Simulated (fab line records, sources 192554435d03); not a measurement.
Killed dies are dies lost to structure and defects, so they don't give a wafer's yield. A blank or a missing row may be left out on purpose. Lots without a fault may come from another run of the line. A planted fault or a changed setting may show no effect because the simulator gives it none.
fab line records | flow n5_finfet
record lots=7 wafers=21
route steps=1938 shown MOL_CONTACT_COAG@519 BEOL_M0_SAQP@682 BEOL_M0@726 BEOL_M1@833 BEOL_M3@959 BEOL_M4@1027
start_h: hours from the record's first day to the start of the lot's first wafer shown | wait_h: hours since the lot's step before | " the same as in the row above | L1.1+2: a row that stands for several wafers | - no value, or no start given | * or withheld: withheld | < > ~ a bound
route shown NAME@n: a module of which the file shows steps, and the number in the route of the first | usual: mean/standard deviation of fault-free wafers | same: alike in all rows | chamber/n: place in a boat | sites: the reading at each site | _std_site: their standard deviation | _edge_site: outer sites' mean less inner sites' | radius_mm: how far each site lies from the wafer's centre | mask NAME#n: copy n | behind: the tool/chamber that last shaped the wafer | hold: why the lot was held/for how many hours/how that ended | device: the transistor (n, p or np) that didn't switch | end of line: the same wafers' tests at the end of the route | a step without rows: its recipe alone | killed: dies lost to structure and defects at the first sort, not the wafer's yield | map: a wafer's dies, x killed, . not, _ none there
set.NAME: the setting as run; set.NAME@STEP: as run at that earlier step | model.NAME: the simulator's own value behind a step, which no gauge read
lots whose settings were changed on purpose; a table a step, a row a wafer
## steps
# step N5_MOL_CONTACT_COAG_COAT_58
# recipe resist=underlayer temp_c=205 time_s=60 spin_rpm=1500 resist_thk_nm=10
# columns lot.wafer tool chamber start_h wait_h set.spin_rpm model.underlayer_of_MOL_CONTACT_COAG_COAT_58.thk_nm
L074.2+4+6 litho_track-02 0 - - 1583 9.8
L075.1 litho_track-02 0 - - 1500 10
L075.4+5 " 0 " " 1416 10.4
L078.1+6 litho_track-01 0 - - 1500 10
L078.3 " 0 " " 1638 9.6
L089.1+3+4 litho_track-01 0 - - 1500 10
L090.4 litho_track-01 0 - - 1556 9.8
L090.5+6 " 0 " " 1500 10
L091.2+4 litho_track-01 0 - - 1500 10
L091.3 " 0 " " 1585 9.8
L096.1+3+5 litho_track-03 0 - - 1500 10
# step N5_MOL_CONTACT_COAG_COAT_02
# recipe resist=CAR-EUV spin_rpm=1500 resist_thk_nm=30
# step N5_MOL_CONTACT_COAG_EBR_04
# recipe solvent=PGMEA ebr_width_mm=1.5
# step N5_MOL_CONTACT_COAG_DESCUM_13
# recipe chemistry=O2 time_s=7 source_power_w=50 bias_power_w=20 pressure_mtorr=20 rf_frequency_hz=2.712e+07 temp_c=40 resist=CAR-EUV o2_flow_sccm=225
# step N5_MOL_CONTACT_COAG_ETCH_59
# recipe chemistry=N2/H2 target=underlayer target_depth_a=130 mask_material=CAR-EUV time_s=10.4 ion_energy_ev=200 pressure_mtorr=30 source_w=840 bias_w=150 n2_flow_sccm=200 h2_flow_sccm=200 ends=cleared
# columns lot.wafer tool chamber start_h wait_h set.spin_rpm@MOL_CONTACT_COAG_COAT_58 model.etch.depth_nm
L074.2 rie_diel-04 0 87.63 0.0 1583 9.747
L074.4 " 2 " " 1583 9.731
L074.6 " 0 " " 1583 9.737
L075.1 rie_diel-04 2 98.91 0.0 1500 10.02
L075.4+5 " 0,1 " " 1416 10.34
L078.1 rie_diel-04 0 110.88 0.0 1500 10.08
L078.3 " 2 " " 1638 9.617
L078.6 " 3 " " 1500 10.04
L089.1 rie_diel-04 3 181.07 0.0 1500 10
L089.3 " 1 " " 1500 9.986
L089.4 " 2 " " 1500 9.984
L090.4 rie_diel-04 3 183.24 0.0 1556 9.8
L090.5 " 3 " " 1500 9.961
L090.6 " 2 " " 1500 9.957
L091.2 rie_diel-04 3 192.26 0.0 1500 10.04
L091.3 " 1 " " 1585 9.709
L091.4 " 0 " " 1500 10.01
L096.1 rie_diel-06 1 224.39 0.0 1500 9.971
L096.3 " 2 " " 1500 9.969
L096.5 " 2 " " 1500 9.959
# step N5_MOL_CONTACT_COAG_ETCH_105
# recipe chemistry=CF4 target=SiARC target_depth_a=156 mask_material=CAR-EUV time_s=26 ion_energy_ev=80 pressure_mtorr=40 source_w=545 bias_w=36 Ar_flow_sccm=100 cf4_flow_sccm=100 ends=cleared
# usual rf_vpp_V=184.4/1.1
# columns lot.wafer tool chamber start_h wait_h set.bias_w rf_vpp_V
L074.2 rie_diel-04 0 87.65 0.0 36 185.8
L074.4 " 2 " " 41.15 201.0
L074.6 " 0 " " 41.15 201.7
L075.1 rie_diel-04 2 98.93 0.0 36 185.6
L075.4 " 0 " " 36 185.2
L075.5 " 1 " " 33.7 175.9
L078.1 rie_diel-04 0 110.90 0.0 41.22 202.4
L078.3 " 2 " " 36 185.8
L078.6 " 3 " " 36 184.2
L089.1 rie_diel-04 3 181.09 0.0 36 184.8
L089.3 " 1 " " 36 183.7
L089.4 " 2 " " 36 185.5
L090.4 rie_diel-04 3 183.26 0.0 36 183.1
L090.5 " 3 " " 36 184.1
L090.6 " 2 " " 30.27 165.0
L091.2 rie_diel-04 3 192.28 0.0 36 184.7
L091.3 " 1 " " 36 185.4
L091.4 " 0 " " 36 186.0
L096.1 rie_diel-06 1 224.41 0.0 36 184.5
L096.3 " 2 " " 36 184.9
L096.5 " 2 " " 36 185.6
# step N5_MOL_CONTACT_COAG_ETCH_91
# recipe chemistry=N2/H2 target=SOC target_depth_a=600 overetch_a=210 mask_material=SiARC temp_c=40 time_s=101.2 ion_energy_ev=200 pressure_mtorr=30 source_w=840 bias_w=150 n2_flow_sccm=200 h2_flow_sccm=200
# usual rf_vpp_V=524.7/2.2
# columns lot.wafer tool chamber start_h wait_h set.source_w rf_vpp_V
L074.2 rie_diel-06 2 100.74 0.0 840 527.1
L074.4 " 0 " " 840 520.6
L074.6 " 0 " " 840 520.0
L075.1 rie_diel-06 2 111.82 0.0 840 525.6
L075.4 " 0 " " 840 520.3
L075.5 " 2 " " 713.2 554.3
L078.1 rie_diel-06 1 124.65 0.0 840 525.4
L078.3 " 0 " " 840 520.5
L078.6 " 0 " " 976.9 495.5
L089.1 rie_diel-05 0 191.67 0.0 840 522.4
L089.3 " 3 " " 840 522.8
L089.4 " 0 " " 840 522.8
L090.4 rie_diel-06 2 195.90 0.0 840 524.7
L090.5 " 2 " " 840 525.9
L090.6 " 1 " " 840 525.1
L091.2 rie_diel-06 3 202.98 0.0 840 526.5
L091.3 " 1 " " 950.1 504.5
L091.4 " 2 " " 840 526.0
L096.1 rie_diel-06 0 236.73 0.0 983.2 493.9
L096.3 " 3 " " 840 523.7
L096.5 " 1 " " 983.2 499.0
# step N5_BEOL_M0_SAQP_COAT_87
# recipe resist=underlayer temp_c=205 time_s=60 spin_rpm=1500 resist_thk_nm=5
# columns lot.wafer tool chamber start_h wait_h set.spin_rpm model.underlayer_of_BEOL_M0_SAQP_COAT_87.thk_nm
L074.2+4 litho_track-05 0 - - 1339 5.4
L074.6 " 0 " " 1500 5
L075.1 litho_track-04 0 - - 1500 5
L075.4+5 " 0 " " 1612 4.8
L078.1+3+6 litho_track-04 0 - - 1500 5
L089.1+3+4 litho_track-02 0 - - 1500 5
L090.4 litho_track-02 0 - - 1608 4.8
L090.5+6 " 0 " " 1500 5
L091.2+3 litho_track-05 0 - - 1559 5
L091.4 " 0 " " 1500 5
L096.1+3 litho_track-04 0 - - 1500 5
L096.5 " 0 " " 1402 5.2
# step N5_BEOL_M0_SAQP_COAT_34
# recipe resist=CAR-EUV spin_rpm=1500 resist_thk_nm=30
# step N5_BEOL_M0_SAQP_EBR_36
# recipe solvent=PGMEA ebr_width_mm=1.5
# step N5_BEOL_M0_SAQP_DESCUM_45
# recipe chemistry=O2 time_s=7 source_power_w=50 bias_power_w=20 pressure_mtorr=20 rf_frequency_hz=2.712e+07 temp_c=40 resist=CAR-EUV o2_flow_sccm=225
# step N5_BEOL_M0_SAQP_ETCH_88
# recipe chemistry=N2/H2 target=underlayer target_depth_a=65 time_s=5.2 ion_energy_ev=200 mask_material=CAR-EUV pressure_mtorr=30 source_w=840 bias_w=150 n2_flow_sccm=200 h2_flow_sccm=200 ends=cleared
# columns lot.wafer tool chamber start_h wait_h set.spin_rpm@BEOL_M0_SAQP_COAT_87 model.etch.depth_nm
L074.2 rie_diel-02 3 112.35 0.0 1339 5.324
L074.4 " 2 " " 1339 5.312
L074.6 " 1 " " 1500 5.03
L075.1 rie_diel-01 1 125.88 0.0 1500 4.986
L075.4 " 0 " " 1612 4.816
L075.5 " 1 " " 1612 4.798
L078.1 rie_diel-02 0 137.05 0.0 1500 5
L078.3 " 1 " " 1500 4.996
L078.6 " 3 " " 1500 4.974
L089.1 rie_diel-01 0 204.60 0.0 1500 5.005
L089.3 " 2 " " 1500 5.01
L089.4 " 0 " " 1500 5.002
L090.4 rie_diel-01 3 208.60 0.0 1608 4.832
L090.5 " 2 " " 1500 4.991
L090.6 " 0 " " 1500 4.984
L091.2 rie_diel-03 3 219.58 0.0 1559 4.909
L091.3 " 0 " " 1559 4.907
L091.4 " 1 " " 1500 5.01
L096.1 rie_diel-02 0 250.71 0.0 1500 4.991
L096.3 " 2 " " 1500 4.979
L096.5 " 3 " " 1402 5.149
# step N5_BEOL_M0_ETCH_109
# recipe chemistry=CH3F/O2 target_depth_a=80 overetch_a=24 target=SiCN time_s=27.4 ion_energy_ev=120 pressure_mtorr=30 source_w=395 bias_w=75 Ar_flow_sccm=150 CH3F_flow_sccm=30 O2_flow_sccm=20
# usual rf_vpp_V=297.7/1.4
# columns lot.wafer tool chamber start_h wait_h set.bias_w rf_vpp_V
L074.2 rie_diel-06 0 118.94 0.0 75 295.7
L074.4 " 0 " " 75 294.9
L074.6 " 2 " " 75 298.4
L075.1 rie_diel-06 0 130.27 0.6 79.93 308.7
L075.4 " 3 " " 79.93 311.2
L075.5 " 0 " " 79.93 307.9
L078.1 rie_diel-06 0 140.16 0.1 75 293.6
L078.3 " 1 " " 86.36 323.9
L078.6 " 0 " " 86.36 323.3
L089.1 rie_diel-04 2 214.73 0.0 75 297.6
L089.3 " 3 " " 75 297.6
L089.4 " 1 " " 75 299.2
L090.4 rie_diel-05 0 214.79 0.0 75 298.2
L090.5 " 0 " " 75 296.0
L090.6 " 3 " " 75 296.6
L091.2 rie_diel-06 0 224.72 0.1 71.41 285.6
L091.3 " 2 " " 71.41 289.2
L091.4 " 1 " " 75 297.9
L096.1 rie_diel-05 0 256.55 0.3 75 297.9
L096.3 " 2 " " 65.73 274.7
L096.5 " 0 " " 75 297.9
# step N5_BEOL_M1_CMP_52
# recipe stop_on=SiOC t_overpolish_s=6.8 down_force_psi=1 platen_rpm=50 clearing_platen_down_force_psi=1.5 clearing_platen_rpm=50 post_cmp_clean=cu_alkaline target_thk_nm=40 clearing_platen_pad_velocity_m_s=0.99484 pad_velocity_m_s=0.99484
# usual barrier_field_endpoint_s=24.8/0.79
# columns lot.wafer tool chamber start_h wait_h set.down_force_psi barrier_field_endpoint_s
L074.4 cmp-01 2 132.82 0.1 1 27.0
L074.2 " 1 " " 1.114 21.7
L074.6 " 3 " " 1 25.2
L075.4 cmp-01 2 143.60 0.2 1.154 21.9
L075.1 " 3 " " 1 24.1
L075.5 " 0 " " 1.154 20.3
L078.1 cmp-02 2 158.03 0.3 0.8294 29.3
L078.3 " 3 " " 0.8294 30.6
L078.6 " 3 " " 1 25.0
L089.4 cmp-02 3 228.22 0.2 1 23.7
L089.3 " 0 " " 1 25.6
L089.1 " 1 " " 1 24.6
L090.4 cmp-01 2 229.28 0.2 1 26.5
L090.6 " 3 " " 1.092 23.7
L090.5 " 0 " " 1.092 22.2
L091.3 cmp-01 0 240.07 0.2 0.8691 28.4
L091.4 " 1 " " 1 24.2
L091.2 " 3 " " 0.8691 28.7
L096.3 cmp-02 1 271.49 0.2 1 24.5
L096.1 " 0 " " 1 24.0
L096.5 " 2 " " 1 24.9
# step N5_BEOL_M3_COAT_76
# recipe resist=underlayer temp_c=205 time_s=60 spin_rpm=1500 resist_thk_nm=5
# columns lot.wafer tool chamber start_h wait_h set.spin_rpm
L074.2 litho_track-01 0 - - 1500
L074.4+6 " 0 " " 1447
L075.1 litho_track-02 0 - - 1571
L075.4+5 " 0 " " 1500
L078.1+6 litho_track-03 0 - - 1500
L078.3 " 0 " " 1550
L089.1+3+4 litho_track-02 0 - - 1500
L090.4+6 litho_track-01 0 - - 1624
L090.5 " 0 " " 1500
L091.2+3 litho_track-02 0 - - 1339
L091.4 " 0 " " 1500
L096.1+5 litho_track-01 0 - - 1660
L096.3 " 0 " " 1500
# step N5_BEOL_M3_EXPOSE_25
# recipe mask_id=V2 na=0.33 source_shape=quasar sigma_inner=0.2 sigma_outer=0.8 polarization=unpolarized defocus_nm=5 dose_mj=63
# columns lot.wafer tool chamber start_h wait_h mask set.dose_mj
L074.2+4 euv_scanner-01 0 146.26 - V2#0 64.64
L074.6 " 0 " " V2#0 63
L075.1+4+5 euv_scanner-02 0 158.83 - V2#0 63
L078.1+3+6 euv_scanner-01 0 175.50 - V2#0 63
L089.1+3+4 euv_scanner-01 0 256.80 - V2#0 63
L090.4 euv_scanner-02 0 257.04 - V2#0 64.93
L090.5+6 " 0 " " V2#0 63
L091.2+3+4 euv_scanner-02 0 263.89 - V2#0 63
L096.1+3+5 euv_scanner-02 0 295.62 - V2#0 63
# step N5_BEOL_M3_PEB_26
# recipe peb_temp_c=100 peb_time_s=60 resist=CAR-EUV
# step N5_BEOL_M3_DEVELOP_27
# recipe develop_time_s=30 developer=TMAH resist=CAR-EUV rinse_liquid=surfactant_rinse dry=air_spin dev_temp_c=23
# step N5_BEOL_M3_DESCUM_33
# recipe chemistry=O2 time_s=7 source_power_w=50 bias_power_w=20 pressure_mtorr=20 rf_frequency_hz=2.712e+07 temp_c=40 resist=CAR-EUV o2_flow_sccm=225
# step N5_BEOL_M3_ETCH_77
# recipe chemistry=N2/H2 target=underlayer target_depth_a=65 mask_material=CAR-EUV time_s=5.2 ion_energy_ev=200 pressure_mtorr=30 source_w=840 bias_w=150 n2_flow_sccm=200 h2_flow_sccm=200 ends=cleared
# columns lot.wafer tool chamber start_h wait_h set.spin_rpm@BEOL_M3_COAT_76 model.etch.depth_nm
L074.2 rie_diel-02 0 146.56 0.0 1500 5.017
L074.4 " 1 " " 1447 5.085
L074.6 " 1 " " 1447 5.09
L075.1 rie_diel-02 0 159.27 0.0 1571 4.897
L075.4 " 3 " " 1500 5.004
L075.5 " 3 " " 1500 5
L078.1 rie_diel-01 0 175.81 0.0 1500 5.037
L078.3 " 2 " " 1550 4.958
L078.6 " 3 " " 1500 5.02
L089.1 rie_diel-03 1 257.10 0.0 1500 4.987
L089.3 " 3 " " 1500 4.989
L089.4 " 0 " " 1500 4.991
L090.4 rie_diel-02 1 257.38 0.0 1624 4.801
L090.5 " 0 " " 1500 5.006
L090.6 " 2 " " 1624 4.806
L091.2 rie_diel-02 2 264.18 0.0 1339 5.295
L091.3 " 1 " " 1339 5.292
L091.4 " 1 " " 1500 4.997
L096.1 rie_diel-03 0 295.92 0.0 1660 4.764
L096.3 " 3 " " 1500 5.004
L096.5 " 3 " " 1660 4.77
# step N5_BEOL_M4_COAT_73
# recipe resist=underlayer temp_c=205 time_s=60 spin_rpm=1500 resist_thk_nm=5
# columns lot.wafer tool chamber start_h wait_h set.spin_rpm
L074.2+4 litho_track-02 0 - - 1500
L074.6 " 0 " " 1623
L075.1+4 litho_track-04 0 - - 1341
L075.5 " 0 " " 1500
L078.1+3+6 litho_track-04 0 - - 1500
L089.1+3+4 litho_track-02 0 - - 1500
L090.4+6 litho_track-04 0 - - 1564
L090.5 " 0 " " 1500
L091.2+3+4 litho_track-05 0 - - 1500
L096.1+5 litho_track-05 0 - - 1444
L096.3 " 0 " " 1500
# step N5_BEOL_M4_COAT_05
# recipe resist=CAR-EUV spin_rpm=1500 resist_thk_nm=30
# columns lot.wafer tool chamber start_h wait_h set.spin_rpm model.CAR-EUV_of_BEOL_M4_COAT_05.thk_nm
L074.2+6 litho_track-02 0 - - 1378 31.4
L074.4 " 0 " " 1500 30
L075.1+4+5 litho_track-04 0 - - 1500 30
L078.1+6 litho_track-04 0 - - 1500 30
L078.3 " 0 " " 1500 29.8
L089.1 litho_track-02 0 - - 1500 30.2
L089.3+4 " 0 " " 1500 30
L090.4+5 litho_track-04 0 - - 1500 30
L090.6 " 0 " " 1420 31
L091.2+4 litho_track-05 0 - - 1500 30
L091.3 " 0 " " 1645 28.6
L096.1 litho_track-05 0 - - 1500 30
L096.3+5 " 0 " " 1665 28.6
# step N5_BEOL_M4_EBR_07
# recipe solvent=PGMEA ebr_width_mm=1.5
# step N5_BEOL_M4_SOFTBAKE_06
# recipe temp_c=110 time_s=60 resist=CAR-EUV
# step N5_BEOL_M4_DESCUM_16
# recipe chemistry=O2 time_s=7 source_power_w=50 bias_power_w=20 pressure_mtorr=20 rf_frequency_hz=2.712e+07 temp_c=40 resist=CAR-EUV o2_flow_sccm=225
# columns lot.wafer tool chamber start_h wait_h set.spin_rpm@BEOL_M4_COAT_05 model.CAR-EUV_of_BEOL_M4_COAT_05.thk_nm
L074.2+6 rie_diel-04 1,0 155.24 0.0 1378 27.4
L074.4 " 3 " " 1500 26
L075.1 rie_diel-06 2 166.05 0.0 1500 26
L075.4+5 " 0,2 " " 1500 26.2
L078.1+3+6 rie_diel-05 3,2,3 185.66 0.0 1500 26
L089.1 rie_diel-04 2 266.10 0.0 1500 26.2
L089.3+4 " 1,0 " " 1500 26
L090.4+5 rie_diel-06 1 268.33 0.0 1500 26.2
L090.6 " 2 " " 1420 27
L091.2 rie_diel-05 1 273.79 0.4 1500 26
L091.3 " 0 " " 1645 24.8
L091.4 " 2 " " 1500 26.2
L096.1 rie_diel-06 1 304.67 0.1 1500 26
L096.3 " 2 " " 1665 24.8
L096.5 " 1 " " 1665 24.6
# step N5_BEOL_M4_ETCH_74
# recipe chemistry=N2/H2 target=underlayer target_depth_a=65 mask_material=CAR-EUV time_s=5.2 ion_energy_ev=200 pressure_mtorr=30 source_w=840 bias_w=150 n2_flow_sccm=200 h2_flow_sccm=200 ends=cleared
# columns lot.wafer tool chamber start_h wait_h set.spin_rpm@BEOL_M4_COAT_73 set.spin_rpm@BEOL_M4_COAT_05 model.CAR-EUV_of_BEOL_M4_COAT_05.thk_nm model.etch.depth_nm
L074.2 rie_diel-04 1 155.28 0.0 1500 1378 21.6 5.023
L074.4 " 3 " " 1500 1500 20 5.021
L074.6 " 0 " " 1623 1378 22 4.824
L075.1 rie_diel-06 2 166.09 0.0 1341 1500 20.2 5.285
L075.4 " 0 " " 1341 1500 20 5.31
L075.5 " 2 " " 1500 1500 20.4 5.002
L078.1 rie_diel-05 3 185.69 0.0 1500 1500 20.4 5.004
L078.3 " 2 " " 1500 1500 20.2 5.008
L078.6 " 3 " " 1500 1500 20.4 5.018
L089.1 rie_diel-04 2 266.13 0.0 1500 1500 20.4 5.009
L089.3 " 1 " " 1500 1500 20.4 5.017
L089.4 " 0 " " 1500 1500 20.4 5.004
L090.4 rie_diel-06 1 268.37 0.0 1564 1500 20.6 4.89
L090.5 " 1 " " 1500 1500 20.4 4.984
L090.6 " 2 " " 1564 1420 21.6 4.88
L091.2 rie_diel-05 1 273.82 0.0 1500 1500 20.4 5.021
L091.3 " 0 " " 1500 1645 19 5.033
L091.4 " 2 " " 1500 1500 20.4 5.031
L096.1 rie_diel-06 1 304.70 0.0 1444 1500 20.2 5.1
L096.3 " 2 " " 1500 1665 19 4.995
L096.5 " 1 " " 1444 1665 18.8 5.09
## key
split step=N5_MOL_CONTACT_COAG_COAT_58 setting=spin_rpm stated=1500 by=wafer
response step=N5_MOL_CONTACT_COAG_COAT_58 reading=model.underlayer_of_MOL_CONTACT_COAG_COAT_58.thk_nm change=-0.0481 per=1% r=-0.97
response step=N5_MOL_CONTACT_COAG_ETCH_59 reading=model.etch.depth_nm change=-0.051 per=1% r=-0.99
split step=N5_MOL_CONTACT_COAG_ETCH_105 setting=bias_w stated=36 by=wafer
response step=N5_MOL_CONTACT_COAG_ETCH_105 reading=rf_vpp_V change=+1.17 per=1% r=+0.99
split step=N5_MOL_CONTACT_COAG_ETCH_91 setting=source_w stated=840 by=wafer
response step=N5_MOL_CONTACT_COAG_ETCH_91 reading=rf_vpp_V change=-1.75 per=1% r=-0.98
split step=N5_BEOL_M0_SAQP_COAT_87 setting=spin_rpm stated=1500 by=wafer
response step=N5_BEOL_M0_SAQP_COAT_87 reading=model.underlayer_of_BEOL_M0_SAQP_COAT_87.thk_nm change=-0.0304 per=1% r=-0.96
response step=N5_BEOL_M0_SAQP_ETCH_88 reading=model.etch.depth_nm change=-0.025 per=1% r=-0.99
split step=N5_BEOL_M0_ETCH_109 setting=bias_w stated=75 by=wafer
response step=N5_BEOL_M0_ETCH_109 reading=rf_vpp_V change=+1.96 per=1% r=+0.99
split step=N5_BEOL_M1_CMP_52 setting=down_force_psi stated=1 by=wafer
response step=N5_BEOL_M1_CMP_52 reading=barrier_field_endpoint_s change=-0.295 per=1% r=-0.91
split step=N5_BEOL_M3_COAT_76 setting=spin_rpm stated=1500 by=wafer
response step=N5_BEOL_M3_ETCH_77 reading=model.etch.depth_nm change=-0.0244 per=1% r=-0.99
split step=N5_BEOL_M3_EXPOSE_25 setting=dose_mj stated=63 by=wafer
response none clear
split step=N5_BEOL_M4_COAT_73 setting=spin_rpm stated=1500 by=wafer
response step=N5_BEOL_M4_ETCH_74 reading=model.etch.depth_nm change=-0.0262 per=1% r=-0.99
split step=N5_BEOL_M4_COAT_05 setting=spin_rpm stated=1500 by=wafer
response step=N5_BEOL_M4_COAT_05 reading=model.CAR-EUV_of_BEOL_M4_COAT_05.thk_nm change=-0.148 per=1% r=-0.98
response step=N5_BEOL_M4_DESCUM_16 reading=model.CAR-EUV_of_BEOL_M4_COAT_05.thk_nm change=-0.138 per=1% r=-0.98
response step=N5_BEOL_M4_ETCH_74 reading=model.CAR-EUV_of_BEOL_M4_COAT_05.thk_nm change=-0.156 per=1% r=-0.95
